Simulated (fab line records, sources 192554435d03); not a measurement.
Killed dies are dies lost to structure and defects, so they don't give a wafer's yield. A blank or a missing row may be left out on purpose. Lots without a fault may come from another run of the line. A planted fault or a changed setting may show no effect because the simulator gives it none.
Split-lot experiment | flow n5_finfet | 7 lots, 21 wafers read, on a route of 1938 steps

THE SPLIT
At N5_FIN_CUT_COAT_18 (time 60 s, resist thk 230 nm), the setting spin_rpm was moved away from the recipe's 1500 rpm on 2 of the 21 wafers read, by -7.5% to -3.0%. The other wafers ran this setting at the recipe's value.

The reading is taken at the split's own step.

THE READING
SOC_of_FIN_CUT_COAT_18.thk_nm (the simulator's own value, which no gauge read), in nm, at N5_FIN_CUT_COAT_18 (time 60 s, resist thk 230 nm). The file gives no usual value for it. The 19 wafers here that ran the recipe average 229.8 nm, standard deviation 0.86 nm.

wafer  | tool, chamber at the split | spin_rpm as run, rpm | against the recipe | SOC_of_FIN_CUT_COAT_18.thk_nm, nm | against lot-mates on the recipe
L074.1 | litho_track-03, 0          | 1500                 | recipe             | 229                               | -
L074.5 | litho_track-03, 0          | 1500                 | recipe             | 229                               | -
L074.4 | litho_track-03, 0          | 1500                 | recipe             | 229.6                             | -
L080.2 | litho_track-03, 0          | 1500                 | recipe             | 229.2                             | -
L080.4 | litho_track-03, 0          | 1500                 | recipe             | 229.4                             | -
L080.5 | litho_track-03, 0          | 1500                 | recipe             | 229                               | -
L081.2 | litho_track-03, 0          | 1500                 | recipe             | 230                               | -
L081.6 | litho_track-03, 0          | 1500                 | recipe             | 230                               | -
L081.5 | litho_track-03, 0          | 1455                 | -3.0%              | 233.4                             | +3.4
L085.3 | litho_track-04, 0          | 1388                 | -7.5%              | 240                               | +9.8
L085.4 | litho_track-04, 0          | 1500                 | recipe             | 230.2                             | -
L085.6 | litho_track-04, 0          | 1500                 | recipe             | 230.2                             | -
L087.1 | litho_track-04, 0          | 1500                 | recipe             | 230.8                             | -
L087.2 | litho_track-04, 0          | 1500                 | recipe             | 229.8                             | -
L087.4 | litho_track-04, 0          | 1500                 | recipe             | 231                               | -
L091.1 | litho_track-03, 0          | 1500                 | recipe             | 230.8                             | -
L091.2 | litho_track-03, 0          | 1500                 | recipe             | 231.4                             | -
L091.6 | litho_track-03, 0          | 1500                 | recipe             | 231                               | -
L095.2 | litho_track-05, 0          | 1500                 | recipe             | 228.8                             | -
L095.3 | litho_track-05, 0          | 1500                 | recipe             | 228.6                             | -
L095.6 | litho_track-05, 0          | 1500                 | recipe             | 228.6                             | -

THE FIT
A straight line over all 21 wafers: SOC_of_FIN_CUT_COAT_18.thk_nm changes by -1.34 nm for each +1% of spin_rpm; r = -0.94; the points scatter about the line by 0.87 nm.
The same after taking each lot's own level away (the mean of its wafers on the recipe; 21 wafers): -1.29 nm for each +1%; r = -0.99; scatter 0.29 nm.
On that fit, the largest move of spin_rpm shifts the reading by 9.6 nm.
The lots' own levels span 228.67 to 231.07 nm, that is 2.8 times the standard deviation above.
So the lot-to-lot level changes the slope little: the two slopes agree.
Check: with one of the wafers moved furthest among these (-7.5%) left out of the fit, the line predicts +8.46 nm for it against its lot-mates. It came out at +9.8 nm against them.

OTHER SPLITS ON THESE WAFERS
These wafers also went through other splits before the reading. Each is held against what the fit with the lots' levels taken away leaves over:
other split on the same wafers          | wafers away from the commonest value | r with SOC_of_FIN_CUT_COAT_18.thk_nm (lot level and that fit taken away)
N5_ZERO_LAYER_EXPOSE_08 dose_mj         | 7                                    | -0.18
N5_ZERO_LAYER_DEVELOP_10 develop_time_s | 9                                    | -0.07
N5_WELL_APT_PEB_23 peb_temp_c           | 9                                    | -0.04
N5_FIN_SAQP_PECVD_47 time_s             | 8                                    | +0.13
N5_FIN_SAQP_COAT_49 time_s              | 6                                    | -0.03

THE FILE'S OWN FIT
SOC_of_FIN_CUT_COAT_18.thk_nm changes by -1.29 nm for each +1% of spin_rpm, r = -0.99.
